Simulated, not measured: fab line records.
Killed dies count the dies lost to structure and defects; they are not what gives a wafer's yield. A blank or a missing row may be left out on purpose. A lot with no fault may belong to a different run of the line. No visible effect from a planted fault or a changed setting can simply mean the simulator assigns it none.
Chamber matching    flow n5Finfet    4 sister chambers for N5_BEOL_M9_CMP_52 on cmp-04
The step polishes, stops on SiCOH lowk, t overpolish 7 s, target thk 140 nm. 24 wafers are shown with their chamber, then 12 later ones without.

## WAFERS WITH THEIR CHAMBER
wafer   chamber  motorCurrentA (A)  timeToEndpointS (s)  barrierFieldEndpointS (s)
L074.2  3        6.0                71                   29.4
L074.5  0        6.3                66                   28.4
L074.6  3        5.7                71                   29.5
L076.1  2        5.4                59                   27.7
L076.3  1        5.6                60                   28.3
L076.5  3        5.8                67                   29.7
L081.3  1        5.8                61                   27.0
L081.4  2        5.8                65                   28.1
L081.5  0        6.2                65                   29.1
L082.2  0        6.3                62                   27.8
L082.3  3        5.8                68                   28.4
L082.6  0        6.3                64                   28.5
L085.1  0        6.3                64                   27.8
L085.3  1        6.0                64                   27.1
L085.4  2        5.4                61                   28.1
L086.2  0        6.5                68                   29.8
L086.4  3        5.9                72                   30.7
L086.5  1        5.8                68                   29.2
L087.1  0        6.4                67                   30.0
L087.4  1        5.8                63                   30.1
L087.5  0        6.4                66                   30.2
L089.1  0        6.2                63                   28.0
L089.4  2        5.5                63                   28.1
L089.6  2        5.4                59                   27.8

SIGNATURES (means of the wafers above)
reading                chamber 0  chamber 1  chamber 2  chamber 3  scatter within a chamber
motorCurrentA          6.322      5.800      5.500      5.840      0.128
timeToEndpointS        65.00      63.20      61.40      69.80      2.4
barrierFieldEndpointS  28.844     28.340     27.960     29.540     0.932
Rule: distance of a wafer from a chamber = root of the sum over the readings of ((wafer's reading minus chamber's mean) / reading's scatter) squared. If the next closest chamber is less than 2 further off than the closest, the wafer can't be placed; otherwise it belongs to the closest. The scatter is the square root of a quotient: the sum, over the shown wafers, of each reading's squared deviation from its chamber's mean, divided by wafers minus chambers.

## WAFERS WITH NO CHAMBER GIVEN
wafer   motorCurrentA (A)  timeToEndpointS (s)  barrierFieldEndpointS (s)
L093.1  5.3                65                   27.6
L093.2  5.7                63                   27.9
L093.6  6.5                64                   29.1
L094.1  5.9                61                   28.1
L094.4  5.8                71                   30.2
L094.5  5.7                63                   28.2
L092.4  5.9                68                   29.6
L092.5  5.4                63                   28.7
L092.6  5.8                69                   30.3
L097.2  5.6                61                   28.8
L097.3  6.0                64                   28.3
L097.5  6.1                70                   30.5

## THE CHAMBER EACH PASSED THROUGH
wafer   from the rows above           in truth
L093.1  can't be placed: 2 or 1       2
L093.2  can't be placed: 1 or 2       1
L093.6  0                             0
L094.1  can't be placed: 1 or 2       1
L094.4  3                             3
L094.5  can't be placed: 1 or 2       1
L092.4  can't be placed: 3 or 1       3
L092.5  can't be placed: 2 or 1       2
L092.6  3                             3
L097.2  can't be placed: 2 or 1       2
L097.3  can't be placed: 1 or 0 or 3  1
L097.5  can't be placed: 3 or 0       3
Correctly placed: 3 of 12. Cannot be placed on the basis of these rows: 9; the candidates contain the true chamber in 9. 0 placed wrongly.
